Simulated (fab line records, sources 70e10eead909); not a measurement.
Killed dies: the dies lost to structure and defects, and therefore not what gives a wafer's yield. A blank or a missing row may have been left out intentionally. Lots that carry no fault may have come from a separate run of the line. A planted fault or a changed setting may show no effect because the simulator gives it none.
fab line records	flow nand-harc
record lots=6	wafers=18	last-day=34
route steps=1302 shown A_STAIRCASE@776 END@1302
lots that met no fault: taken from a fault-free run of the same line
start-h: hours from the record's opening day to when the first of the lot's shown wafers began	wait-h: hours from the lot's prior step to this one	" unchanged from the row above	L1.1+2: a row that stands for several wafers	- no value, or no start was given	* or withheld: withheld	< > ~ a bound
route shown NAME@n: a module of which the file shows steps, and the number in the route of the first	usual: the fault-free wafers' mean and standard deviation	same: alike in all rows	chamber/n: place in a boat	sites: the reading at each site	_std_site: the values' standard deviation	_edge_site: mean of outer sites minus mean of inner sites	radius-mm: how far each site lies from the wafer's centre	mask NAME#n: copy n	behind: the last tool/chamber to shape the wafer	hold: the reason the lot was held/the length of the hold in hours/how it ended	device: the transistor (n, p or np) that didn't switch	end of line: tests of these same wafers at the route's end	for a step that has no rows: nothing shown but its recipe	killed: the dies lost at the first sort to structure and to defects; this is not the yield of the wafer	map: a wafer's dies, marking killed ones x, the rest . and places with no die _
set.NAME: the setting as run; set.NAME@STEP: as run at that earlier step	model.NAME: the simulator's own value behind a step, which no gauge read
certain route steps with their lots: each step a table, each wafer a row
services: the hour from which a tool's chamber was out of use, counted from the record's first day as start-h (under 0 if before that day), plus the number of hours and why
## steps
# step NHARC_A_STAIRCASE_COAT_262
# recipe spin-rpm=1200
# step NHARC_A_STAIRCASE_SOFTBAKE_263
# recipe temp-c=135	time-s=170
# step NHARC_A_STAIRCASE_EBR_264
# step NHARC_A_STAIRCASE_EXPOSE_265
# recipe na=0.5	dose-mj=25.01	mask-id=CHOP_200
# step NHARC_A_STAIRCASE_PEB_266
# recipe peb-temp-c=115	peb-time-s=130
# step NHARC_A_STAIRCASE_DEVELOP_267
# recipe time-s=140
# step NHARC_A_STAIRCASE_HARDBAKE_269
# recipe temp-c=120	time-s=140
# step NHARC_A_STAIRCASE_DESCUM_270
# recipe time-s=3	o2-flow-sccm=200	ar-flow-sccm=0	bias-power-w=0	chemistry=O2
# usual drypump-motor-current-A=5.6/0.37	oes-product-au=0.999/0.014	rf-vpp-V=57.7/0.92	showerhead-plenum-p-Torr=1.91/0.11	throttle-valve-pct=11.311/0.0082
lot.wafer	tool	chamber	start-h	wait-h	drypump-motor-current-A	oes-product-au	rf-hours-counter-h	rf-vpp-V	showerhead-plenum-p-Torr	throttle-valve-pct
L227.3	rie-diel-11	3	372.56	-	5.2	0.990	37	57.1	1.96	11.303
L227.2	"	0	"	"	5.5	1.003	31	57.2	1.79	11.310
L227.5	"	3	"	"	5.1	0.978	-	58.4	1.96	11.294
L241.1	rie-diel-04	1	512.89	-	6.0	0.990	47	57.4	2.04	11.315
L241.2	"	2	"	"	5.4	1.015	48	58.4	1.89	11.312
L241.5	"	0	"	"	5.5	1.008	-	58.4	2.06	11.336
L242.4	rie-diel-04	2	513.34	-	5.4	0.999	48	57.4	1.89	11.311
L242.1	"	3	"	"	5.2	1.022	54	57.3	1.78	11.300
L242.5	"	2	"	"	5.4	0.996	-	57.4	1.89	11.306
L246.3	rie-diel-11	3	560.61	-	5.1	0.993	40	57.2	1.94	11.299
L246.4	"	1	"	"	6.2	1.014	38	58.5	1.84	11.300
L246.6	"	3	"	"	5.2	0.997	-	56.0	1.94	11.321
L249.2	rie-diel-11	3	586.87	-	5.1	1.000	47	57.8	1.94	11.307
L249.6	"	0	"	"	5.5	0.990	-	57.0	1.77	11.313
L249.5	"	1	"	"	6.2	1.016	-	56.8	1.84	11.318
L250.1	rie-diel-04	2	599.02	-	5.4	1.005	16	56.0	1.88	11.320
L250.3	"	1	"	"	6.1	0.975	16	57.3	2.03	11.301
L250.4	"	1	"	"	6.1	0.973	-	58.2	2.03	11.309
# step NHARC_A_STAIRCASE_ETCH_271
# recipe cf4-flow-sccm=100	chf3-flow-sccm=30	ar-flow-sccm=0	rf-w=500	bias-w=200	chemistry=CF4/CHF3
# usual bias-w=199.9/0.57	cf4-flow-sccm=100.0/0.31	drypump-motor-current-A=5.6/0.36	oes-product-au=0.949/0.022	rf-vpp-V=370.6/2.9	showerhead-plenum-p-Torr=1.57/0.084	throttle-valve-pct=16.804/0.009
lot.wafer	tool	chamber	start-h	wait-h	bias-w	cf4-flow-sccm	drypump-motor-current-A	oes-product-au	rf-hours-counter-h	rf-vpp-V	showerhead-plenum-p-Torr	throttle-valve-pct
L227.3	rie-diel-11	1	372.72	0.2	199.7	99.8	6.2	0.967	35	369.1	1.53	16.809
L227.2	"	2	"	"	200.2	99.9	5.6	0.933	40	367.8	1.51	16.807
L227.5	"	3	"	"	200.1	100.1	5.1	0.902	-	373.0	1.61	16.793
L241.2	rie-diel-04	2	512.97	0.1	200.2	100.0	5.5	0.967	48	369.8	1.56	16.808
L241.1	"	3	"	"	199.9	100.4	5.2	0.993	54	366.8	1.47	16.803
L241.5	"	1	"	"	199.7	100.2	6.0	0.939	-	374.9	1.67	16.804
L242.1	rie-diel-04	0	513.44	0.1	199.5	100.1	5.5	0.974	43	374.4	1.69	16.800
L242.4	"	2	"	"	200.7	100.1	5.4	0.944	48	370.4	1.56	16.811
L242.5	"	3	"	"	199.3	100.1	5.2	0.965	-	368.4	1.47	16.814
L246.3	rie-diel-11	1	560.71	0.1	200.4	100.1	6.2	0.990	38	369.6	1.52	16.788
L246.4	"	2	"	"	200.4	100.1	5.6	0.965	42	368.2	1.50	16.794
L246.6	"	3	"	"	200.0	99.8	5.2	0.961	-	371.4	1.60	16.794
L249.2	rie-diel-11	0	586.97	0.1	200.0	99.8	5.5	0.948	44	366.8	1.46	16.820
L249.6	"	1	"	"	199.2	100.2	6.2	0.970	-	367.6	1.51	16.801
L249.5	"	2	"	"	200.1	99.9	5.7	0.941	-	367.5	1.50	16.785
L250.3	rie-diel-04	1	599.12	0.1	200.1	100.2	6.0	0.937	16	374.0	1.67	16.797
L250.1	"	0	"	"	200.1	100.5	5.5	0.958	18	374.2	1.68	16.786
L250.4	"	1	"	"	198.6	100.1	6.0	0.936	-	372.1	1.66	16.792
# step NHARC_A_STAIRCASE_HM_OPEN_457
# recipe o2-flow-sccm=400	cos-flow-sccm=20	ar-flow-sccm=0	rf-w=500	bias-w=300	chemistry=O2/COS
# usual bias-w=300.1/0.83	drypump-motor-current-A=5.6/0.36	oes-product-au=1.001/0.015	rf-vpp-V=467/3.6	showerhead-plenum-p-Torr=3.12/0.16	throttle-valve-pct=28.330/0.0092
lot.wafer	tool	chamber	start-h	wait-h	bias-w	drypump-motor-current-A	oes-product-au	rf-hours-counter-h	rf-vpp-V	showerhead-plenum-p-Torr	throttle-valve-pct
L227.2	rie-diel-11	0	-	-	300.5	5.5	1.008	31	464	2.93	28.326
L227.3	"	1	"	"	300.1	6.2	1.002	35	466	3.04	28.336
L227.5	"	0	"	"	299.9	5.5	1.015	-	462	2.93	28.333
L241.2	rie-diel-04	2	-	-	299.8	5.4	1.009	48	466	3.09	28.348
L241.1	"	0	"	"	302.3	5.5	0.993	43	473	3.35	28.343
L241.5	"	3	"	"	301.4	5.2	1.031	-	463	2.91	28.341
L242.4	rie-diel-04	1	-	-	300.3	6.0	0.982	48	471	3.32	28.309
L242.1	"	3	"	"	300.2	5.2	1.027	55	462	2.91	28.337
L242.5	"	1	"	"	299.7	6.0	0.976	-	470	3.32	28.330
L246.3	rie-diel-11	0	-	-	299.9	5.5	0.989	36	463	2.91	28.341
L246.4	"	3	"	"	298.3	5.2	1.013	40	468	3.17	28.341
L246.6	"	1	"	"	301.7	6.2	1.023	-	465	3.01	28.319
L249.2	rie-diel-11	2	-	-	300.0	5.7	1.001	52	464	2.97	28.336
L249.6	"	1	"	"	299.7	6.2	1.026	-	466	3.00	28.325
L249.5	"	2	"	"	301.0	5.7	1.000	-	464	2.97	28.326
L250.3	rie-diel-04	2	-	-	299.9	5.4	1.005	16	466	3.07	28.337
L250.1	"	1	"	"	300.5	6.0	0.975	16	470	3.30	28.343
L250.4	"	2	"	"	298.9	5.4	1.009	-	466	3.07	28.328
# step NHARC_A_STAIRCASE_STRIP_458
# recipe o2-flow-sccm=400	cos-flow-sccm=20	ar-flow-sccm=0	bias-w=0	chemistry=O2/COS
# step NHARC_A_STAIRCASE_ETCH_451
# recipe target-depth-a=300	overetch-a=30	time-s=16.5	ion-energy-ev=100	cf4-flow-sccm=80	o2-flow-sccm=20	ar-flow-sccm=0	rf-w=300	bias-w=100	chemistry=CF4/O2
# usual bias-w=99.95/0.29	cf4-flow-sccm=79.99/0.24	drypump-motor-current-A=5.6/0.37	oes-product-au=0.998/0.013	rf-vpp-V=197.8/1.7	showerhead-plenum-p-Torr=1.33/0.072	throttle-valve-pct=13.397/0.0093
lot.wafer	tool	chamber	start-h	wait-h	bias-w	cf4-flow-sccm	drypump-motor-current-A	oes-product-au	rf-hours-counter-h	rf-vpp-V	showerhead-plenum-p-Torr	throttle-valve-pct
L227.3	rie-diel-11	0	373.20	-	99.89	79.59	5.5	1.015	31	196.7	1.25	13.415
L227.2	"	3	"	"	99.70	79.97	5.2	0.983	37	198.8	1.37	13.411
L227.5	"	0	"	"	100.04	79.98	5.5	1.016	-	195.5	1.25	13.395
L241.2	rie-diel-04	1	513.49	-	-	-	-	-	-	-	-	-
L241.1	"	3	"	"	-	-	-	-	-	-	-	-
L241.5	"	1	"	"	-	-	-	-	-	-	-	-
L242.1	rie-diel-04	3	514.91	-	-	-	-	-	-	-	-	-
L242.4	"	0	"	"	-	-	-	-	-	-	-	-
L242.5	"	3	"	"	-	-	-	-	-	-	-	-
L246.3	rie-diel-11	1	561.14	-	99.85	79.57	6.2	1.011	39	196.2	1.28	13.405
L246.4	"	0	"	"	99.75	79.96	5.5	0.980	36	196.6	1.24	13.382
L246.6	"	2	"	"	99.97	79.45	5.6	0.986	-	196.6	1.27	13.404
L249.2	rie-diel-11	1	587.47	-	99.69	80.40	6.2	1.023	49	196.6	1.28	13.398
L249.6	"	0	"	"	99.51	80.76	5.5	0.989	-	195.1	1.24	13.390
L249.5	"	1	"	"	99.71	79.90	6.2	1.025	-	197.2	1.28	13.385
L250.3	rie-diel-04	2	599.65	-	99.37	80.08	5.4	1.002	16	197.8	1.31	13.397
L250.1	"	0	"	"	99.84	79.90	5.5	0.996	18	200.1	1.43	13.391
L250.4	"	2	"	"	99.54	80.18	5.4	1.002	-	197.0	1.31	13.392
# step NHARC_A_STAIRCASE_ETCH_273
# recipe target-depth-a=1.02e+05	time-s=2468.6	ion-energy-ev=800	c4f8-flow-sccm=80	o2-flow-sccm=60	ar-flow-sccm=withheld	rf-w=600	bias-w=3000	chemistry=C4F8/O2/Ar
# usual bias-w=3000/8.5	chamber-pressure-mTorr=24.998/0.024	oes-product-au=0.935/0.014	rf-vpp-V=1827/13
lot.wafer	tool	chamber	start-h	wait-h	bias-w	chamber-pressure-mTorr	oes-product-au	rf-hours-counter-h	rf-vpp-V
L227.2	rie-diel-11	1	-	-	3016	25.022	0.952	36	1822
L227.3	"	2	"	"	3010	25.002	0.930	40	1817
L227.5	"	1	"	"	3000	24.995	0.942	-	1821
L241.1	rie-diel-04	0	-	-	2999	24.999	0.931	43	1845
L241.2	"	1	"	"	2994	24.972	0.917	47	1843
L241.5	"	0	"	"	3021	24.988	0.920	-	1845
L242.4	rie-diel-04	1	-	-	2992	24.999	0.922	49	1843
L242.1	"	3	"	"	2986	25.036	0.972	55	1809
L242.5	"	1	"	"	3005	25.015	0.936	-	1843
L246.4	rie-diel-11	1	-	-	2992	24.973	0.963	39	1816
L246.3	"	3	"	"	3006	24.975	0.942	40	1831
L246.6	"	1	"	"	2998	25.026	0.974	-	1816
L249.2	rie-diel-11	0	-	-	2991	25.018	0.922	44	1809
L249.6	"	3	"	"	2988	24.998	0.938	-	1829
L249.5	"	0	"	"	3003	25.004	0.919	-	1807
L250.1	rie-diel-04	1	-	-	3011	24.981	0.913	16	1842
L250.3	"	2	"	"	3005	24.990	0.935	16	1823
L250.4	"	1	"	"	3001	24.962	0.917	-	1840
# step NHARC_END_SORT_01
# recipe temp-c=25
# usual killed-at-array=55/19	killed-at-other=0.9/1.4	killed-at-periphery=3.8/2.9	killed-dies=60/19	killed-open=3.3/1.8	killed-short=2.6/1.6
# same gross-dies=677
lot.wafer	tool	chamber	start-h	wait-h	killed-at-array	killed-at-other	killed-at-periphery	killed-dies	killed-open	killed-short
L242.1	prober-01	0	703.36	2.5	58	0	6	64	4	4
L242.4	prober-01	0	705.72	3.4	42	0	9	51	3	2
L242.5	prober-01	0	706.51	3.7	49	0	11	60	5	5
L241.2	prober-01	0	716.93	2.8	72	2	3	77	4	1
# killed by level:class
L242.1 A_SLIT:chamber-film-flake=36 A_CHANNEL_HOLE_D1:chamber-film-flake=10 A_CONTACT:chamber-film-flake=3 P_GATE:chamber-film-flake=2 A_SGD_CUT:chamber-film-flake=2 P_GATE:geometric-particle:short=1 P_CONTACT:geometric-particle:open=1 P_M1:geometric-particle:short=1
L242.4 A_SLIT:chamber-film-flake=24 P_GATE:chamber-film-flake=5 A_CHANNEL_HOLE_D1:chamber-film-flake=5 A_CONTACT:chamber-film-flake=4 A_SOURCE_PLATE:geometric-particle:open=2 P_ZERO_WELL:chamber-film-flake=2 P_CONTACT:chamber-film-flake=2 A_SGD_CUT:chamber-film-flake=2
L242.5 A_SLIT:chamber-film-flake=23 A_CONTACT:chamber-film-flake=9 P_M0:chamber-film-flake=6 A_CHANNEL_HOLE_D1:chamber-film-flake=3 A_SGD_CUT:chamber-film-flake=3 A_CHANNEL_FILL_D1:geometric-particle:open=2 A_SGD_CUT:geometric-particle:short=2 P_GATE:chamber-film-flake=2
L241.2 A_CHANNEL_HOLE_D1:chamber-film-flake=32 A_CHANNEL_HOLE_D2:chamber-film-flake=23 A_CONTACT:chamber-film-flake=5 A_SLIT:chamber-film-flake=5 P_M1:geometric-particle:open=2 A_ZERO_WELL:chamber-film-flake=2 A_STAIRCASE:chamber-film-flake=2 THIN_TSV:chamber-film-flake=2
## services
tool	chamber	start-h	hours	kind
rie-diel-04	2	351.08	3.3	repair
rie-diel-04	-	358.76	9.0	pm
rie-diel-04	0	358.76	9.0	vent-cycle
rie-diel-04	1	358.76	9.0	vent-cycle
rie-diel-04	2	358.76	9.0	vent-cycle
rie-diel-04	3	358.76	9.0	vent-cycle
rie-diel-11	0	364.55	-	clean
rie-diel-11	1	364.55	-	clean
rie-diel-11	2	364.55	-	clean
rie-diel-11	3	364.55	-	clean
rie-diel-04	0	367.76	-	clean
rie-diel-04	0	367.76	-	consumable-replace:focus-ring
rie-diel-04	0	367.76	-	consumable-replace:showerhead
rie-diel-04	1	367.76	-	clean
rie-diel-04	2	367.76	-	clean
rie-diel-04	3	367.76	-	clean
rie-diel-11	0	389.26	-	clean
rie-diel-11	1	389.26	-	clean
rie-diel-11	2	389.26	-	clean
rie-diel-11	3	389.26	-	clean
rie-diel-04	0	393.17	26.6	repair
rie-diel-11	-	434.79	9.0	pm
rie-diel-04	-	535.82	9.0	pm
rie-diel-04	3	595.62	12.3	repair
## key
first-sign step=NHARC_A_STAIRCASE_ETCH_451	reading=tool-record	direction=missing
effect none on later readings
met-at NHARC_A_STAIRCASE_ETCH_451
struck-wafers L241.1,L241.2,L241.5,L242.1,L242.4,L242.5
tester-left-out L241,L242
fault kind=skipped-step-whole	tool=rie-diel-04	chamber=-	onset-h=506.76	steps=NHARC_A_STAIRCASE_ETCH_451	scope=struck-lots-only
# tester-left-out: of these lots the tester's yield and bins aren't shown, on N5 and GAA mostly nor the transistor test; their killed dies are dies lost to structure and defects alone, not to doping, threshold or leakage, so they don't give the yield
